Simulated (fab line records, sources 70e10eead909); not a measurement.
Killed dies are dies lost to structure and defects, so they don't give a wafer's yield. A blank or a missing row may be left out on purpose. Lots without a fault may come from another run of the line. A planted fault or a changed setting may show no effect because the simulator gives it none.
fab line records | flow nand_harc
record lots=19 wafers=57 last_day=24
route steps=1159 shown A_CONTACT@868
lots that met no fault: from a run of the same line without faults
start_h: hours from the record's first day to the start of the lot's first wafer shown | wait_h: hours since the lot's step before | " the same as in the row above | L1.1+2: a row that stands for several wafers | - no value, or no start given | * or withheld: withheld | < > ~ a bound
route shown NAME@n: a module of which the file shows steps, and the number in the route of the first | usual: mean/standard deviation of fault-free wafers | same: alike in all rows | chamber/n: place in a boat | sites: the reading at each site | _std_site: their standard deviation | _edge_site: outer sites' mean less inner sites' | radius_mm: how far each site lies from the wafer's centre | mask NAME#n: copy n | behind: the tool/chamber that last shaped the wafer | hold: why the lot was held/for how many hours/how that ended | device: the transistor (n, p or np) that didn't switch | end of line: the same wafers' tests at the end of the route | a step without rows: its recipe alone | killed: dies lost to structure and defects at the first sort, not the wafer's yield | map: a wafer's dies, x killed, . not, _ none there
set.NAME: the setting as run; set.NAME@STEP: as run at that earlier step | model.NAME: the simulator's own value behind a step, which no gauge read
steps of the route over a sample of lots; a table a step, a row a wafer
services: from which hour (start_h, from the record's first day; less than 0 if before it) a tool's chamber was out of use, for how many hours, and why
## steps
# step NHARC_A_CONTACT_ETCH_117
# recipe source_w=withheld pressure_mtorr=20 bias_v=3000 time_s=94 target_depth_a=9220 ar_flow_sccm=withheld c4f8_flow_sccm=withheld o2_flow_sccm=withheld chemistry=C4F8/O2/Ar
# usual chamber_pressure_mTorr=20.000/0.017 oes_air_line_au=1.002/0.022
# columns lot.wafer tool chamber start_h wait_h chamber_pressure_mTorr oes_air_line_au rf_hours_counter_h
L074.1 har_cap_etch-02 1 364.66 0.1 19.998 1.003 7
L074.2 " 0 " " 20.015 0.979 7
L074.5 " 1 " " 19.974 1.023 -
L077.3 har_cap_etch-02 0 376.50 0.1 19.984 1.005 -
L077.4 " 1 " " 19.963 1.034 -
L077.6 " 1 " " 19.995 1.023 -
L078.2 har_cap_etch-01 1 390.89 0.1 20.026 1.038 62
L078.3 " 0 " " 19.992 1.009 -
L078.5 " 1 " " 19.993 1.015 -
L076.2 har_cap_etch-01 0 394.83 0.1 19.990 0.997 63
L076.4 " 0 " " 19.994 1.001 -
L076.5 " 0 " " 19.996 0.999 -
L079.2 har_cap_etch-01 0 405.90 0.1 19.987 1.012 64
L079.3 " 1 " " 19.998 1.047 -
L079.6 " 0 " " 19.999 1.032 -
L080.2 har_cap_etch-03 0 408.18 0.1 19.970 0.960 84
L080.4 " 1 " " 20.013 1.006 -
L080.6 " 1 " " 20.028 1.026 -
L081.1 har_cap_etch-02 1 410.96 0.1 19.996 0.975 15
L081.2 " 0 " " 20.007 0.999 15
L081.4 " 0 " " 20.026 0.998 -
L082.1 har_cap_etch-03 0 423.97 0.1 20.018 1.021 86
L082.3 " 0 " " 20.005 1.060 -
L082.5 " 1 " " 19.980 1.026 -
L083.1 har_cap_etch-02 1 424.36 0.1 19.989 0.996 18
L083.3 " 0 " " 19.999 1.004 -
L083.5 " 1 " " 19.996 0.999 -
L084.1 har_cap_etch-03 0 428.40 0.1 19.978 1.019 87
L084.2 " 1 " " 20.009 0.961 87
L084.6 " 1 " " 19.991 0.990 -
L087.2 har_cap_etch-01 1 439.83 0.1 19.973 0.994 71
L087.4 " 1 " " 19.987 1.003 -
L087.5 " 0 " " 19.984 1.006 -
L086.1 har_cap_etch-01 1 446.34 0.1 20.002 0.982 73
L086.4 " 1 " " 20.000 0.982 -
L086.6 " 0 " " 20.034 1.015 -
L088.2 har_cap_etch-02 0 461.98 0.1 19.985 0.960 24
L088.3 " 1 " " 20.002 1.002 -
L088.6 " 1 " " 19.989 0.976 -
L093.1 har_cap_etch-03 0 464.05 0.1 19.980 1.000 94
L093.2 " 1 " " 20.041 1.021 94
L093.6 " 0 " " 20.020 0.997 -
L089.2 har_cap_etch-02 0 469.44 0.1 19.973 0.987 25
L089.1 " 1 " " 19.976 0.991 25
L089.5 " 0 " " 19.998 1.033 -
L091.1 har_cap_etch-03 1 469.82 0.1 20.005 0.961 95
L091.4 " 0 " " 20.012 0.997 -
L091.6 " 0 " " 20.013 1.025 -
L092.1 har_cap_etch-02 1 477.49 0.1 19.965 1.012 28
L092.3 " 1 " " 20.001 0.989 -
L092.4 " 0 " " 20.001 0.966 -
L096.2 har_cap_etch-02 0 494.61 0.1 20.012 1.037 31
L096.4 " 0 " " 19.991 1.019 -
L096.5 " 1 " " 19.993 0.982 -
L097.2 har_cap_etch-01 1 497.23 0.1 20.001 0.997 82
L097.4 " 1 " " 19.989 1.000 -
L097.6 " 1 " " 20.024 0.982 -
# step NHARC_A_CONTACT_DESCUM_74
# recipe time_s=3 o2_flow_sccm=200 ar_flow_sccm=0 bias_power_w=0 chemistry=O2
# usual chamber_pressure_mTorr=59.99/0.058 drypump_motor_current_A=5.9/0.4 oes_product_au=1.003/0.013 rf_vpp_V=57.7/0.95 showerhead_plenum_p_Torr=1.91/0.1 throttle_valve_pct=11.312/0.0092
# columns lot.wafer tool chamber start_h wait_h chamber_pressure_mTorr drypump_motor_current_A oes_product_au rf_hours_counter_h rf_vpp_V showerhead_plenum_p_Torr throttle_valve_pct
L074.1 rie_diel-03 3 370.10 0.1 59.91 6.7 0.980 29 56.8 1.85 11.303
L074.2 " 0 " " 59.93 5.9 1.002 27 58.8 1.90 11.301
L074.5 " 3 " " 60.02 6.7 0.979 - 57.5 1.85 11.333
L077.4 rie_diel-03 3 382.16 0.1 60.02 6.7 0.983 33 58.8 1.85 11.312
L077.3 " 2 " " 59.98 5.5 1.000 33 57.3 2.01 11.301
L077.6 " 3 " " 59.85 6.7 0.978 - 57.4 1.85 11.306
L078.2 rie_diel-12 3 397.60 0.1 60.06 5.6 0.992 3 57.7 1.97 11.306
L078.3 " 0 " " 60.00 6.1 0.997 4 59.6 1.98 11.299
L078.5 " 3 " " 59.99 5.5 1.004 - 55.9 1.97 11.307
L076.2 rie_diel-12 0 401.03 1.2 59.96 6.1 0.989 7 57.9 1.98 11.310
L076.4 " 1 " " 60.00 5.9 0.985 7 58.4 2.05 11.319
L076.5 " 3 " " 60.11 5.6 0.995 - 57.5 1.96 11.300
L079.3 rie_diel-03 0 412.63 0.1 60.10 5.9 0.997 2 56.9 1.89 11.306
L079.2 " 3 " " 60.09 6.7 0.998 2 58.1 1.85 11.322
L079.6 " 0 " " 60.03 5.9 1.006 - 57.4 1.89 11.314
L080.4 rie_diel-11 1 414.30 0.1 59.99 5.6 1.013 11 58.2 2.03 11.325
L080.2 " 3 " " 59.98 6.6 1.019 13 56.8 1.78 11.316
L080.6 " 2 " " 59.97 6.1 1.017 - 58.7 2.05 11.326
L081.2 rie_diel-11 0 419.16 0.1 59.89 5.7 0.979 14 57.7 1.81 11.312
L081.4 " 1 " " 60.02 5.7 1.021 12 58.9 2.03 11.307
L081.1 " 3 " " 59.97 6.7 1.006 13 57.2 1.78 11.307
L082.3 rie_diel-11 3 429.17 0.1 59.88 6.6 1.027 17 56.8 1.78 11.303
L082.1 " 0 " " 60.03 5.7 0.986 17 56.8 1.80 11.304
L082.5 " 3 " " 60.07 6.6 1.015 - 58.5 1.78 11.328
L083.3 rie_diel-03 0 429.37 0.1 59.94 5.9 1.001 6 58.0 1.89 11.304
L083.1 " 2 " " 59.95 5.5 0.990 5 57.4 2.01 11.314
L083.5 " 3 " " 60.01 6.7 1.000 - 56.8 1.85 11.323
L084.1 rie_diel-03 0 433.37 0.1 60.02 6.0 1.002 8 57.1 1.89 11.317
L084.2 " 2 " " 60.05 5.6 0.992 6 57.0 2.01 11.299
L084.6 " 1 " " 60.01 6.0 1.004 - 55.8 1.78 11.321
L087.2 rie_diel-11 2 445.12 0.1 60.04 6.1 1.009 24 59.0 2.05 11.320
L087.4 " 0 " " 59.99 5.8 0.986 25 58.7 1.80 11.314
L087.5 " 1 " " 59.93 5.7 1.044 - 58.6 2.03 11.323
L086.4 rie_diel-12 0 451.59 0.1 59.89 6.1 0.996 23 59.2 1.97 11.298
L086.1 " 3 " " 60.03 5.5 1.005 24 56.4 1.96 11.317
L086.6 " 1 " " 59.97 5.9 0.996 - 58.0 2.05 11.325
L088.2 rie_diel-03 3 469.59 0.1 60.01 6.7 1.008 11 57.1 1.85 11.294
L088.3 " 1 " " 59.86 6.1 1.002 14 56.5 1.78 11.293
L088.6 " 2 " " 59.99 5.5 0.998 - 59.0 2.01 11.305
L093.1 rie_diel-11 3 470.12 0.1 59.94 6.6 1.018 34 58.0 1.77 11.305
L093.2 " 2 " " 60.02 6.1 1.011 32 56.5 2.04 11.315
L093.6 " 3 " " 59.89 6.6 1.022 - 58.0 1.78 11.298
L089.1 rie_diel-12 3 474.75 0.1 60.01 5.5 1.001 31 58.0 1.96 11.314
L089.2 " 0 " " 60.01 6.1 1.001 30 59.5 1.97 11.296
L089.5 " 1 " " 60.02 5.9 0.988 - 58.3 2.05 11.316
L091.1 rie_diel-03 0 476.79 0.1 59.92 5.9 1.009 15 58.2 1.89 11.326
L091.4 " 1 " " 59.99 6.0 1.004 15 57.5 1.78 11.312
L091.6 " 1 " " 59.96 6.0 1.005 - 58.1 1.78 11.319
L092.4 rie_diel-12 1 482.85 0.1 60.05 5.9 0.999 30 58.0 2.05 11.324
L092.1 " 2 " " 60.04 5.4 1.009 34 58.1 1.79 11.308
L092.3 " 3 " " 59.95 5.6 1.012 33 57.8 1.96 11.314
L096.4 rie_diel-12 3 500.56 0.1 59.97 5.6 1.016 37 59.3 1.96 11.312
L096.2 " 0 " " 59.91 6.1 1.013 36 58.5 1.97 11.301
L096.5 " 2 " " 60.05 5.3 1.005 - 57.6 1.79 11.308
L097.2 rie_diel-11 1 502.20 0.1 59.92 5.7 1.035 42 59.8 2.02 11.312
L097.4 " 2 " " 59.94 6.1 1.004 41 58.7 2.04 11.314
L097.6 " 1 " " 60.07 5.7 1.028 - 57.1 2.02 11.311
# step NHARC_A_CONTACT_ETCH_75
# recipe target_depth_a=390 over_etch_frac=0.3 time_s=65 ion_energy_ev=80 cf4_flow_sccm=150 ar_flow_sccm=0 rf_w=300 bias_w=100 chemistry=CF4
# usual cf4_flow_sccm=149.9/0.45 chamber_pressure_mTorr=50.00/0.048 drypump_motor_current_A=6.0/0.39 oes_product_au=1.004/0.013 rf_fwd_power_W=297.3/1.1 rf_vpp_V=151.0/1.4 showerhead_plenum_p_Torr=1.76/0.087 throttle_valve_pct=13.283/0.0096
# same over_etch_frac=0.3
# columns lot.wafer tool chamber start_h wait_h cf4_flow_sccm chamber_pressure_mTorr drypump_motor_current_A oes_product_au rf_fwd_power_W rf_hours_counter_h rf_vpp_V showerhead_plenum_p_Torr throttle_valve_pct
L074.1 rie_diel-03 0 370.21 0.1 149.4 50.04 5.9 1.016 297.4 27 149.6 1.75 13.271
L074.2 " 2 " " 149.4 50.01 5.5 1.020 297.1 29 151.7 1.85 13.294
L074.5 " 0 " " 148.9 49.98 5.9 1.010 296.9 - 149.0 1.75 13.278
L077.4 rie_diel-03 0 382.24 0.1 150.4 50.06 5.9 1.011 297.3 30 151.0 1.75 13.287
L077.3 " 3 " " 150.1 49.99 6.7 0.975 298.8 33 149.6 1.72 13.270
L077.6 " 1 " " 149.9 49.94 6.0 1.006 296.8 - 148.8 1.66 13.286
L078.3 rie_diel-12 1 397.67 0.1 148.9 49.98 5.9 0.995 296.7 5 150.1 1.89 13.283
L078.2 " 0 " " 148.8 49.98 6.1 0.994 297.9 4 151.4 1.83 13.308
L078.5 " 2 " " 150.6 50.02 5.3 1.017 297.3 - 148.7 1.67 13.291
L076.4 rie_diel-12 3 401.38 0.3 149.7 50.03 5.5 1.004 296.8 6 152.6 1.81 13.276
L076.2 " 1 " " 150.2 49.94 5.9 0.993 297.2 7 151.3 1.89 13.291
L076.5 " 3 " " 150.5 49.97 5.5 1.008 297.8 - 151.7 1.81 13.285
L079.2 rie_diel-03 0 412.76 0.1 149.8 50.03 5.9 1.001 298.4 2 151.2 1.75 13.283
L079.3 " 3 " " 150.3 49.97 6.6 0.993 297.5 2 150.6 1.72 13.281
L079.6 " 1 " " 149.3 50.02 6.0 0.998 297.4 - 148.9 1.66 13.293
L080.2 rie_diel-11 3 414.39 0.1 150.3 49.96 6.6 1.015 298.8 13 149.8 1.66 13.278
L080.4 " 2 " " 150.6 50.03 6.1 0.999 293.4 12 152.3 1.89 13.281
L080.6 " 0 " " 149.7 50.00 5.7 0.977 298.9 - 149.9 1.68 13.280
L081.4 rie_diel-11 3 419.25 0.1 149.4 49.89 6.6 1.004 298.5 13 151.1 1.66 13.265
L081.1 " 0 " " 150.0 50.02 5.8 0.976 296.9 14 150.1 1.68 13.283
L081.2 " 1 " " 150.2 50.11 5.7 1.023 297.3 12 151.1 1.87 13.281
L082.3 rie_diel-11 3 429.26 0.1 150.2 50.03 6.6 1.014 298.0 17 148.7 1.65 13.295
L082.1 " 0 " " 150.0 50.03 5.8 0.978 296.8 17 149.5 1.68 13.275
L082.5 " 3 " " 150.3 50.01 6.6 1.007 297.9 - 151.2 1.65 13.257
L083.1 rie_diel-03 0 429.45 0.1 150.3 50.01 5.9 1.001 299.7 6 150.0 1.75 13.281
L083.3 " 2 " " 150.0 49.97 5.6 0.990 296.8 5 152.2 1.85 13.269
L083.5 " 3 " " 150.7 49.99 6.6 0.998 297.5 - 150.4 1.71 13.278
L084.2 rie_diel-03 3 433.47 0.1 150.4 49.93 6.7 0.997 296.3 6 149.8 1.72 13.279
L084.1 " 0 " " 149.9 50.01 5.9 1.003 296.6 8 152.5 1.75 13.285
L084.6 " 2 " " 149.8 50.10 5.6 0.999 298.4 - 153.7 1.85 13.289
L087.2 rie_diel-11 1 445.20 0.1 149.9 50.02 5.7 1.036 297.9 23 151.8 1.87 13.278
L087.4 " 3 " " 150.3 49.94 6.6 1.003 296.3 24 149.4 1.65 13.290
L087.5 " 0 " " 149.2 49.97 5.7 0.989 297.2 - 152.0 1.67 13.290
L086.1 rie_diel-12 0 451.67 0.1 148.9 49.96 6.1 0.997 296.5 23 153.2 1.82 13.282
L086.4 " 1 " " 149.7 49.99 5.9 1.000 295.6 20 153.6 1.88 13.273
L086.6 " 0 " " 149.2 50.00 6.0 1.002 297.4 - 151.6 1.82 13.290
L088.3 rie_diel-03 1 469.67 0.1 149.9 50.03 6.0 1.007 297.0 14 148.8 1.65 13.283
L088.2 " 3 " " 150.2 50.06 6.7 0.992 295.1 11 150.8 1.71 13.284
L088.6 " 0 " " 149.7 49.99 5.9 1.007 298.2 - 149.6 1.75 13.285
L093.1 rie_diel-11 1 470.21 0.1 150.0 50.03 5.7 1.045 297.7 33 151.2 1.87 13.275
L093.2 " 2 " " 148.9 50.06 6.1 1.015 296.1 32 152.3 1.88 13.281
L093.6 " 0 " " 150.0 49.96 5.8 0.983 296.5 - 151.9 1.67 13.288
L089.2 rie_diel-12 3 474.83 0.1 149.8 50.04 5.5 0.996 297.5 31 153.3 1.81 13.281
L089.1 " 1 " " 149.4 49.99 5.9 0.999 297.1 28 152.6 1.88 13.273
L089.5 " 3 " " 149.8 49.93 5.6 1.002 297.3 - 151.5 1.81 13.283
L091.4 rie_diel-03 0 476.88 0.1 150.8 50.03 5.9 1.008 299.2 15 151.0 1.75 13.289
L091.1 " 3 " " 149.9 49.99 6.7 1.009 295.3 13 149.5 1.71 13.298
L091.6 " 0 " " 149.6 49.96 5.9 1.014 299.0 - 150.6 1.75 13.258
L092.1 rie_diel-12 2 482.93 0.1 149.4 49.99 5.3 1.011 296.5 34 150.9 1.66 13.286
L092.3 " 3 " " 149.3 49.99 5.6 1.020 298.7 33 151.8 1.81 13.279
L092.4 " 0 " " 149.3 50.02 6.0 1.007 297.4 32 150.8 1.82 13.293
L096.2 rie_diel-12 1 500.64 0.1 149.7 50.00 5.9 0.996 296.9 36 152.4 1.88 13.291
L096.4 " 2 " " 149.9 50.00 5.3 1.007 295.6 39 150.2 1.66 13.277
L096.5 " 1 " " 150.7 50.03 5.9 0.981 296.7 - 152.2 1.88 13.279
L097.4 rie_diel-11 0 502.33 0.1 150.1 49.98 5.8 0.986 296.9 44 149.0 1.67 13.293
L097.2 " 1 " " 149.5 49.94 5.6 1.038 297.2 42 152.3 1.86 13.269
L097.6 " 3 " " 149.6 49.93 6.6 1.023 299.4 - 150.3 1.65 13.265
# step NHARC_A_CONTACT_OVL_MEAS_09
# usual overlay_x_nm=0.0/0.93 overlay_y_nm=-0.1/1
# columns lot.wafer tool chamber start_h wait_h overlay_x_nm overlay_y_nm
L074.1 overlay-01 - 376.42 - -0.9 1.0
L074.2 " - " " -1.2 1.6
L074.5 " - " " -0.8 1.6
L077.3 overlay-02 - 389.85 - 0.2 -0.9
L077.4 " - " " 0.2 -0.8
L077.6 " - " " -0.1 -0.7
L078.2 overlay-02 - 404.62 - -0.8 -0.7
L078.3 " - " " -0.2 -1.3
L078.5 " - " " -0.2 -1.3
L076.2 overlay-01 - 409.59 - -0.2 -0.6
L076.4 " - " " 0.4 -1.0
L076.5 " - " " 0.3 -0.5
L079.2 overlay-02 - 422.31 - -0.5 0.5
L079.3 " - " " -0.8 0.9
L079.6 " - " " -0.3 1.3
L080.2 overlay-01 - 423.73 - -1.0 -0.6
L080.4 " - " " -1.0 -0.3
L080.6 " - " " -0.7 -0.7
L081.1 overlay-01 - 427.50 - 0.7 -0.6
L081.2 " - " " 0.5 -0.7
L081.4 " - " " 0.2 -0.5
L082.1 overlay-01 - 435.67 - -1.1 -0.1
L082.3 " - " " -1.5 0.1
L082.5 " - " " -1.4 -0.4
L083.1 overlay-02 - 435.99 - 1.0 -1.4
L083.3 " - " " 0.5 -1.0
L083.5 " - " " 1.2 -1.6
L084.1 overlay-01 - 439.77 - 0.5 0.3
L084.2 " - " " 0.1 0.4
L084.6 " - " " 0.3 0.7
L087.2 overlay-01 - 452.76 - 1.8 -1.2
L087.4 " - " " 2.2 -1.4
L087.5 " - " " 1.6 -1.2
L086.1 overlay-02 - 457.88 - -1.3 1.7
L086.4 " - " " -1.0 1.6
L086.6 " - " " -1.1 2.3
L088.2 overlay-02 - 476.90 - -1.7 -0.5
L088.3 " - " " -1.8 -0.1
L088.6 " - " " -1.2 -0.5
L093.1 overlay-01 - 477.73 - 0.6 1.2
L093.2 " - " " 0.3 1.2
L093.6 " - " " 0.2 0.5
L089.1 overlay-02 - 480.90 - 0.8 1.2
L089.2 " - " " 0.8 1.4
L089.5 " - " " 0.3 1.3
L091.1 overlay-02 - 485.78 - -0.9 -1.8
L091.4 " - " " -0.4 -1.5
L091.6 " - " " -0.4 -1.7
L092.1 overlay-01 - 491.24 - 0.4 -0.9
L092.3 " - " " 1.1 -0.9
L092.4 " - " " 0.6 -1.1
L096.2 overlay-02 - 507.80 - -0.5 1.6
L096.4 " - " " 0.1 1.3
L096.5 " - " " 0.5 1.8
L097.2 overlay-02 - 509.06 - 0.7 0.6
L097.4 " - " " 0.2 0.8
L097.6 " - " " 0.4 0.8
# step NHARC_A_CONTACT_ETCH_134
# recipe source_w=withheld pressure_mtorr=20 bias_v=withheld time_s=140 target_depth_a=7000 ar_flow_sccm=withheld c4f8_flow_sccm=withheld o2_flow_sccm=withheld chemistry=C4F8/O2/Ar
# usual chamber_pressure_mTorr=20.001/0.02 oes_air_line_au=1.000/0.02
# columns lot.wafer tool chamber start_h wait_h chamber_pressure_mTorr oes_air_line_au rf_hours_counter_h
L074.2 har_cap_etch-02 0 377.62 - 20.004 0.991 10
L074.1 " 1 " " 20.011 0.983 10
L074.5 " 1 " " 19.986 1.011 -
L077.4 har_cap_etch-02 0 391.03 - 19.984 0.969 -
L077.3 " 1 " " 20.021 0.999 -
L077.6 " 0 " " 20.003 1.006 -
L078.2 har_cap_etch-02 1 405.80 - 19.988 0.957 14
L078.3 " 1 " " 19.975 1.000 -
L078.5 " 0 " " 20.019 1.014 -
L076.2 har_cap_etch-01 0 411.03 - 20.000 0.993 65
L076.4 " 1 " " 20.029 1.002 -
L076.5 " 1 " " 19.999 0.977 -
L079.2 har_cap_etch-01 0 423.46 - 19.995 0.963 67
L079.3 " 1 " " 20.008 0.997 -
L079.6 " 0 " " 19.997 0.997 -
L080.2 har_cap_etch-01 1 424.86 - 19.998 1.029 68
L080.4 " 1 " " 20.011 1.037 -
L080.6 " 0 " " 20.005 1.008 -
L081.2 har_cap_etch-02 1 428.59 - 20.028 1.000 18
L081.1 " 0 " " 19.995 1.034 18
L081.4 " 1 " " 20.002 1.004 -
L082.1 har_cap_etch-03 1 436.79 - 20.015 0.977 90
L082.3 " 1 " " 20.031 1.036 -
L082.5 " 1 " " 20.011 0.977 -
L083.1 har_cap_etch-02 0 437.07 - 20.009 1.036 20
L083.3 " 0 " " 20.014 0.991 -
L083.5 " 1 " " 19.982 0.991 -
L084.2 har_cap_etch-02 1 440.86 - 20.001 0.993 21
L084.1 " 0 " " 19.996 0.991 21
L084.6 " 0 " " 20.038 0.999 -
L087.2 har_cap_etch-02 0 453.88 - 19.973 0.979 23
L087.4 " 1 " " 19.993 0.978 -
L087.5 " 0 " " 19.993 1.000 -
L086.1 har_cap_etch-01 0 458.97 - 20.029 1.013 75
L086.4 " 1 " " 20.001 1.017 -
L086.6 " 0 " " 19.977 1.001 -
L088.2 har_cap_etch-01 1 478.09 - 20.029 1.010 79
L088.3 " 1 " " 19.996 0.998 -
L088.6 " 0 " " 19.973 0.983 -
L093.1 har_cap_etch-02 1 478.82 - 19.994 1.022 29
L093.2 " 0 " " 19.980 0.985 29
L093.6 " 0 " " 19.974 0.994 -
L089.2 har_cap_etch-01 1 481.99 - 20.001 0.979 80
L089.1 " 0 " " 19.993 0.998 80
L089.5 " 0 " " 20.009 0.992 -
L091.1 har_cap_etch-02 0 486.93 - 20.042 0.988 29
L091.4 " 0 " " 19.991 0.969 -
L091.6 " 0 " " 19.998 1.042 -
L092.1 har_cap_etch-01 0 492.51 - 19.984 1.013 81
L092.3 " 0 " " 20.035 1.021 -
L092.4 " 1 " " 20.011 1.036 -
L096.2 har_cap_etch-01 1 508.93 - 20.018 1.019 84
L096.4 " 1 " " 20.023 0.995 -
L096.5 " 0 " " 19.987 1.032 -
L097.2 har_cap_etch-02 0 510.27 - 19.984 0.974 33
L097.4 " 0 " " 20.014 0.991 -
L097.6 " 1 " " 19.969 1.005 -
# step NHARC_A_CONTACT_ETCH_110
# recipe target_depth_a=500 overetch_a=50 time_s=27.5 ion_energy_ev=100 cf4_flow_sccm=80 o2_flow_sccm=20 ar_flow_sccm=0 rf_w=300 bias_w=100 chemistry=CF4/O2
# usual cf4_flow_sccm=79.99/0.24 chamber_pressure_mTorr=29.996/0.028 drypump_motor_current_A=5.9/0.39 oes_product_au=1.002/0.013 rf_fwd_power_W=295.4/1.6 rf_vpp_V=197.6/1.6 showerhead_plenum_p_Torr=1.33/0.068 throttle_valve_pct=13.398/0.0088
# columns lot.wafer tool chamber start_h wait_h cf4_flow_sccm chamber_pressure_mTorr drypump_motor_current_A oes_product_au rf_fwd_power_W rf_hours_counter_h rf_vpp_V showerhead_plenum_p_Torr throttle_valve_pct
L074.2 rie_diel-03 2 379.54 0.1 79.78 29.980 5.5 1.004 296.9 33 199.0 1.40 13.405
L074.1 " 3 " " 79.89 29.947 6.6 0.983 292.6 32 199.0 1.29 13.416
L074.5 " 3 " " 80.26 29.965 6.7 0.978 293.8 - 196.9 1.29 13.406
L077.3 rie_diel-11 3 393.01 0.1 79.75 30.004 6.6 1.012 296.8 6 195.2 1.25 13.388
L077.4 " 0 " " 79.80 29.986 5.8 0.979 295.1 6 195.1 1.26 13.403
L077.6 " 3 " " 80.09 29.931 6.6 1.021 295.4 - 196.2 1.25 13.406
L078.2 rie_diel-03 3 407.42 0.1 79.75 30.004 6.7 0.991 293.7 1 196.7 1.29 13.415
L078.3 " 0 " " 80.11 30.034 5.9 1.002 297.3 1 197.4 1.32 13.404
L078.5 " 2 " " 79.79 29.978 5.5 0.990 298.2 - 198.8 1.40 13.404
L076.2 rie_diel-03 3 412.80 0.1 79.54 29.948 6.7 0.994 295.2 2 197.3 1.29 13.402
L076.4 " 0 " " 79.41 29.999 5.9 1.010 297.5 2 199.4 1.32 13.389
L076.5 " 2 " " 79.55 29.986 5.5 0.988 296.1 - 199.1 1.40 13.392
L079.2 rie_diel-11 1 425.59 0.1 80.28 30.068 5.7 1.010 295.1 14 198.7 1.42 13.406
L079.3 " 2 " " 79.95 30.048 6.1 1.012 291.5 15 198.4 1.43 13.378
L079.6 " 1 " " 80.10 30.038 5.7 1.022 295.5 - 199.9 1.42 13.390
L080.2 rie_diel-11 0 426.60 0.2 80.09 30.000 5.8 0.976 296.5 16 196.6 1.26 13.398
L080.4 " 3 " " 80.11 29.997 6.6 1.017 296.9 16 196.5 1.24 13.386
L080.6 " 0 " " 79.74 30.006 5.7 0.976 295.5 - 197.0 1.26 13.396
L081.4 rie_diel-12 1 430.43 0.2 79.58 30.014 5.9 0.993 293.0 13 200.7 1.43 13.389
L081.2 " 2 " " 80.35 29.988 5.4 1.018 294.4 15 195.1 1.26 13.389
L081.1 " 3 " " 79.95 29.994 5.5 0.987 297.9 14 197.8 1.37 13.411
L082.1 rie_diel-12 3 438.43 0.0 80.12 30.052 5.6 1.001 296.5 18 197.8 1.37 13.399
L082.3 " 0 " " 79.78 29.983 6.1 0.995 295.7 18 197.6 1.38 13.388
L082.5 " 3 " " 80.46 30.007 5.5 1.003 295.7 - 198.0 1.37 13.419
L083.1 rie_diel-03 2 438.70 0.0 80.13 30.017 5.5 1.005 297.5 6 199.4 1.40 13.398
L083.3 " 3 " " 79.77 30.002 6.6 0.988 292.6 7 197.8 1.29 13.402
L083.5 " 3 " " 79.67 29.978 6.7 1.005 292.2 - 197.5 1.29 13.397
L084.2 rie_diel-11 1 443.94 1.5 79.95 29.977 5.6 1.039 294.5 23 198.9 1.41 13.390
L084.1 " 0 " " 80.19 29.948 5.7 0.983 295.5 25 198.7 1.26 13.415
L084.6 " 2 " " 79.87 30.025 6.1 1.010 292.7 - 200.6 1.42 13.395
L087.2 rie_diel-12 0 455.48 0.1 80.01 29.989 6.1 1.008 296.2 24 198.5 1.38 13.384
L087.4 " 1 " " 79.78 30.015 5.9 0.997 294.0 22 199.6 1.43 13.393
L087.5 " 0 " " 79.67 29.966 6.1 0.992 295.2 - 198.1 1.38 13.403
L086.4 rie_diel-12 2 460.63 0.1 79.59 29.972 5.3 1.014 293.6 28 197.0 1.25 13.385
L086.1 " 0 " " 79.99 29.996 6.1 1.005 296.2 25 199.1 1.38 13.394
L086.6 " 1 " " 80.18 30.037 5.9 0.989 296.3 - 200.5 1.43 13.397
L088.2 rie_diel-03 0 479.67 0.1 80.17 30.018 5.9 0.995 297.1 16 196.4 1.32 13.389
L088.3 " 2 " " 79.88 29.988 5.5 0.995 296.0 14 198.6 1.40 13.420
L088.6 " 3 " " 80.03 29.982 6.7 0.997 293.6 - 196.4 1.29 13.399
L093.2 rie_diel-11 1 480.43 0.1 80.12 29.994 5.7 1.027 293.8 37 199.5 1.41 13.391
L093.1 " 2 " " 80.02 30.017 6.1 1.006 291.3 37 199.7 1.42 13.396
L093.6 " 0 " " 80.37 29.953 5.8 0.982 295.3 - 196.8 1.26 13.396
L089.1 rie_diel-03 1 483.60 0.1 80.21 30.032 6.0 1.000 296.0 17 197.3 1.24 13.408
L089.2 " 3 " " 79.96 29.963 6.7 0.996 293.2 14 198.0 1.29 13.386
L089.5 " 2 " " 80.47 30.002 5.5 0.987 297.4 - 200.1 1.40 13.385
L091.1 rie_diel-03 1 488.88 0.1 79.92 29.987 6.0 1.008 296.5 18 195.8 1.24 13.393
L091.6 " 1 " " 80.06 29.981 6.0 1.008 295.5 - 195.7 1.24 13.397
L091.4 " 0 " " 80.35 29.977 5.9 1.006 296.9 - 197.6 1.32 13.405
L092.3 rie_diel-03 2 494.14 0.1 80.10 29.973 5.6 0.994 297.6 17 197.9 1.40 13.404
L092.1 " 0 " " 79.76 29.944 5.9 1.005 296.0 19 198.4 1.32 13.395
L092.4 " 0 " " 79.89 30.005 5.9 1.005 296.3 - 197.3 1.32 13.405
L096.2 rie_diel-11 3 510.57 0.1 80.28 29.970 6.6 1.016 295.4 46 195.3 1.24 13.391
L096.4 " 0 " " 79.95 29.987 5.7 0.978 295.6 - 196.5 1.26 13.407
L096.5 " 3 " " 80.19 30.019 6.6 1.007 295.6 - 195.8 1.24 13.400
L097.2 rie_diel-12 2 511.92 0.1 80.30 29.981 5.3 1.014 294.2 41 194.9 1.25 13.400
L097.6 " 2 " " 80.02 29.972 5.3 1.013 295.6 - 195.3 1.25 13.387
L097.4 " 0 " " 80.06 29.966 6.1 1.011 295.4 - 197.6 1.37 13.389
## services
# columns tool chamber start_h hours kind
rie_diel-03 0 346.84 - clean
rie_diel-03 1 346.84 - clean
rie_diel-03 2 346.84 - clean
rie_diel-03 3 346.84 - clean
rie_diel-11 - 366.55 9.0 pm
rie_diel-03 0 371.53 - clean
rie_diel-03 1 371.53 - clean
rie_diel-03 2 371.53 - clean
rie_diel-03 3 371.53 - clean
rie_diel-12 - 379.53 9.0 pm
rie_diel-11 1 383.84 2.7 repair
rie_diel-03 - 392.30 9.0 pm
rie_diel-03 0 392.30 9.0 vent_cycle
rie_diel-03 1 392.30 9.0 vent_cycle
rie_diel-03 2 392.30 9.0 vent_cycle
rie_diel-03 3 392.30 9.0 vent_cycle
rie_diel-03 0 401.30 - clean
rie_diel-03 1 401.30 - clean
rie_diel-12 0 411.76 5.7 repair
har_cap_etch-01 - 460.12 0.6 repair
rie_diel-11 2 465.19 1.2 repair
rie_diel-03 3 487.54 6.7 repair
rie_diel-11 2 507.23 4.9 repair
rie_diel-12 3 510.43 4.7 repair
## key
fault none
